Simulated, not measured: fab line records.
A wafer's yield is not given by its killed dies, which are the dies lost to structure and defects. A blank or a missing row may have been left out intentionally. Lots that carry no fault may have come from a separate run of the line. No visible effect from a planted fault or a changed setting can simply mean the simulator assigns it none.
Chamber matching :: flow nand_harc :: 4 sister chambers for NHARC_A_ZERO_WELL_ETCH_13 on rie_si-06
The step etches the open film in HBr/Cl2, target depth 120 nm, time 40.1 s. 16 wafers are shown with their chamber, then 8 later ones without.

## WAFERS PAIRED WITH THEIR CHAMBERS
wafer: L075.2
chamber: 1
drypump_motor_current_A (A): 5.4
oes_product_au (a.u.): 1.016
throttle_valve_pct (%): 26.404

wafer: L075.4
chamber: 0
drypump_motor_current_A (A): 5.8
oes_product_au (a.u.): 0.987
throttle_valve_pct (%): 26.406

wafer: L075.5
chamber: 2
drypump_motor_current_A (A): 6.0
oes_product_au (a.u.): 0.998
throttle_valve_pct (%): 26.410

wafer: L076.1
chamber: 0
drypump_motor_current_A (A): 5.8
oes_product_au (a.u.): 0.990
throttle_valve_pct (%): 26.394

wafer: L076.2
chamber: 1
drypump_motor_current_A (A): 5.3
oes_product_au (a.u.): 1.016
throttle_valve_pct (%): 26.404

wafer: L076.4
chamber: 3
drypump_motor_current_A (A): 5.8
oes_product_au (a.u.): 1.000
throttle_valve_pct (%): 26.392

wafer: L080.1
chamber: 0
drypump_motor_current_A (A): 5.8
oes_product_au (a.u.): 0.985
throttle_valve_pct (%): 26.420

wafer: L080.2
chamber: 1
drypump_motor_current_A (A): 5.3
oes_product_au (a.u.): 0.999
throttle_valve_pct (%): 26.413

wafer: L080.6
chamber: 0
drypump_motor_current_A (A): 5.8
oes_product_au (a.u.): 0.993
throttle_valve_pct (%): 26.391

wafer: L087.2
chamber: 3
drypump_motor_current_A (A): 5.8
oes_product_au (a.u.): 1.004
throttle_valve_pct (%): 26.412

wafer: L087.4
chamber: 2
drypump_motor_current_A (A): 6.0
oes_product_au (a.u.): 0.994
throttle_valve_pct (%): 26.407

wafer: L087.5
chamber: 1
drypump_motor_current_A (A): 5.3
oes_product_au (a.u.): 1.002
throttle_valve_pct (%): 26.412

wafer: L089.3
chamber: 1
drypump_motor_current_A (A): 5.4
oes_product_au (a.u.): 0.995
throttle_valve_pct (%): 26.382

wafer: L089.5
chamber: 3
drypump_motor_current_A (A): 5.8
oes_product_au (a.u.): 1.000
throttle_valve_pct (%): 26.420

wafer: L089.6
chamber: 0
drypump_motor_current_A (A): 5.8
oes_product_au (a.u.): 0.982
throttle_valve_pct (%): 26.397

wafer: L090.1
chamber: 1
drypump_motor_current_A (A): 5.3
oes_product_au (a.u.): 1.012
throttle_valve_pct (%): 26.414

SIGNATURES (averages over the wafers above)
reading: drypump_motor_current_A
chamber 0: 5.800
chamber 1: 5.333
chamber 2: 6.000
chamber 3: 5.800
scatter within a chamber: 0.0333

reading: oes_product_au
chamber 0: 0.98740
chamber 1: 1.00667
chamber 2: 0.99600
chamber 3: 1.00133
scatter within a chamber: 0.00653

reading: throttle_valve_pct
chamber 0: 26.40160
chamber 1: 26.40483
chamber 2: 26.40850
chamber 3: 26.40800
scatter within a chamber: 0.0119
Rule: a wafer's distance from a chamber is the root of the sum, over the readings, of the square of ((its reading less the chamber's mean) divided by the reading's scatter). If the next closest chamber is less than 2 further off than the closest, the wafer can't be placed; otherwise it belongs to the closest. How the scatter is found: for the shown wafers, subtract from each reading the mean of its chamber, square and add these, divide the total by (wafers less chambers), then take the root.

## WAFERS MISSING THEIR CHAMBER
wafer: L090.3
drypump_motor_current_A (A): 5.8
oes_product_au (a.u.): 1.013
throttle_valve_pct (%): 26.406

wafer: L090.4
drypump_motor_current_A (A): 5.9
oes_product_au (a.u.): 0.998
throttle_valve_pct (%): 26.400

wafer: L092.1
drypump_motor_current_A (A): 5.3
oes_product_au (a.u.): 1.006
throttle_valve_pct (%): 26.401

wafer: L092.4
drypump_motor_current_A (A): 5.8
oes_product_au (a.u.): 0.995
throttle_valve_pct (%): 26.410

wafer: L092.6
drypump_motor_current_A (A): 5.3
oes_product_au (a.u.): 1.007
throttle_valve_pct (%): 26.390

wafer: L095.3
drypump_motor_current_A (A): 5.8
oes_product_au (a.u.): 0.995
throttle_valve_pct (%): 26.412

wafer: L095.5
drypump_motor_current_A (A): 5.8
oes_product_au (a.u.): 0.991
throttle_valve_pct (%): 26.407

wafer: L095.6
drypump_motor_current_A (A): 6.0
oes_product_au (a.u.): 1.001
throttle_valve_pct (%): 26.417

## EACH ONE'S CHAMBER
wafer: L090.3
from the rows above: 3
in truth: 3

wafer: L090.4
from the rows above: can't be placed: 2 or 3 or 0
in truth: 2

wafer: L092.1
from the rows above: 1
in truth: 1

wafer: L092.4
from the rows above: can't be placed: 3 or 0
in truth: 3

wafer: L092.6
from the rows above: 1
in truth: 1

wafer: L095.3
from the rows above: can't be placed: 3 or 0
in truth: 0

wafer: L095.5
from the rows above: can't be placed: 0 or 3
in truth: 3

wafer: L095.6
from the rows above: 2
in truth: 2
Placed correctly: 4 of 8. Can't be placed from these rows: 4 (the true chamber is among the candidates in 4). 0 placed wrongly.
